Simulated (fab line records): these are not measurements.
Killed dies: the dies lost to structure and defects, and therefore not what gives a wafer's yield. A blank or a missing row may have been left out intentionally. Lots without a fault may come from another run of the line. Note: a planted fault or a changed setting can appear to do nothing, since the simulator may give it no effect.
Chamber matching    flow nandHarc    rieSi-01 running NHARC_P_STI_ETCH_15: 4 sister chambers
The step etches the open film in HBr/Cl2, target depth 300 nm, time 100.1 s. 16 wafers are shown with their chamber, then 8 later ones without.

WAFERS, EACH WITH ITS CHAMBER
wafer   chamber  rfFwdPowerW (W)  oesProductAu (a.u.)  chamberPressureMTorr (mTorr)
L676.2  3        394.1            0.993                15.032
L676.4  0        399.7            0.987                14.991
L676.5  3        397.1            0.987                15.022
L680.2  3        397.9            1.021                14.985
L680.4  0        398.2            0.993                14.987
L680.6  0        398.5            1.003                14.988
L682.1  2        397.1            0.976                14.994
L682.2  3        395.8            1.009                15.007
L682.6  2        395.3            0.974                14.995
L685.3  2        395.3            0.984                14.996
L685.5  1        398.1            0.965                15.000
L685.6  2        394.2            0.977                15.011
L695.3  1        397.4            1.017                14.989
L695.4  3        394.8            1.017                15.013
L695.5  3        395.4            1.020                14.982
L696.1  3        393.9            1.015                14.988

SIGNATURES (means of the wafers above)
reading               chamber 0  chamber 1  chamber 2  chamber 3  scatter within a chamber
rfFwdPowerW           398.800    397.750    395.475    395.571    1.27
oesProductAu          0.99433    0.99100    0.97775    1.00886    0.0148
chamberPressureMTorr  14.98867   14.99450   14.99900   15.00414   0.0146
Rule: for a wafer and a chamber, the distance is found by dividing, reading by reading, the gap between the wafer's reading and the chamber's mean by the reading's scatter, squaring, summing and taking the root. If the next closest chamber is less than 2 further off than the closest, the wafer can't be placed; otherwise it belongs to the closest. The scatter is the square root of a quotient: the sum, over the shown wafers, of each reading's squared deviation from its chamber's mean, divided by wafers minus chambers.

WAFERS WITH NO CHAMBER GIVEN
wafer   rfFwdPowerW (W)  oesProductAu (a.u.)  chamberPressureMTorr (mTorr)
L696.3  396.5            1.011                14.997
L696.4  396.8            0.992                15.012
L698.1  397.5            1.016                15.026
L698.2  396.2            0.997                15.014
L698.5  397.0            0.999                14.997
L699.2  395.1            1.005                15.019
L699.4  397.4            0.994                15.002
L699.6  397.9            0.994                14.993

CHAMBER TAKEN BY EACH
wafer   from the rows above                in truth
L696.3  can't be placed: 3 or 1 or 0 or 2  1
L696.4  can't be placed: 1 or 3 or 2 or 0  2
L698.1  can't be placed: 3 or 1 or 0 or 2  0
L698.2  can't be placed: 3 or 2 or 1 or 0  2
L698.5  can't be placed: 1 or 3 or 0 or 2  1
L699.2  can't be placed: 3 or 2 or 1       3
L699.4  can't be placed: 1 or 0 or 3 or 2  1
L699.6  can't be placed: 1 or 0 or 3 or 2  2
Placed correctly: 0 of 8. From these rows, 8 cannot be placed; in 8 the true chamber is one of the candidates. 0 placed wrongly.
